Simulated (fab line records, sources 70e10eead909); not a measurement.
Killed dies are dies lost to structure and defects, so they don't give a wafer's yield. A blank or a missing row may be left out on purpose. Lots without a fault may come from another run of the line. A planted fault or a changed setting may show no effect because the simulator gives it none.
Which tool did it? | flow nand_harc | 12 lots, 36 wafers sampled, at 1 step of a route of 1302

WHAT THE GAUGES READ, wafer by wafer
NHARC_A_M0_INSPECT_11.
lot  | measured     | on                | raw_defect_count
L076 | day 23 13:33 | defect_inspect-01 | 142 147 121
L078 | day 24 22:08 | defect_inspect-02 | 153 158 180
L080 | day 25 18:58 | defect_inspect-01 | 96 108 103
L081 | day 25 22:25 | defect_inspect-02 | 66 80 80
L086 | day 27 01:40 | defect_inspect-02 | 33 52 49
L083 | day 27 07:02 | defect_inspect-01 | 123 139 135
L087 | day 28 03:56 | defect_inspect-01 | 131 137 107
L088 | day 28 21:26 | defect_inspect-02 | 138 175 140
L090 | day 30 04:16 | defect_inspect-01 | 120 119 129
L093 | day 31 03:08 | defect_inspect-02 | 68 74 62
L095 | day 32 07:32 | defect_inspect-01 | 62 58 52
L097 | day 32 23:55 | defect_inspect-01 | 115 108 96

WHICH TOOL RAN EACH LOT (tool, then ch and the chambers of the sampled wafers, then the start)
The record holds no process step before these readings.

THE ANSWER, worked out from the rows above alone
Rule: what is usual is taken from the lots themselves. Put in order of their means at a reading, lots are off if they are a third of the lots or fewer, leave a main group of 4 or more, and stand apart from it by a gap of 3 or more times the standard deviation of the main group's means; of several such gaps the widest counts. A main group whose means are all the same, to the digits that the tables above print for the reading, isn't used. A lot without any number at a reading at which 4 lots or more have one is off too. The other lots that the step has rows for count as sound.
No lot is off at any reading shown: from this, nothing can be told.

WHAT THE SIMULATOR HAD PUT IN
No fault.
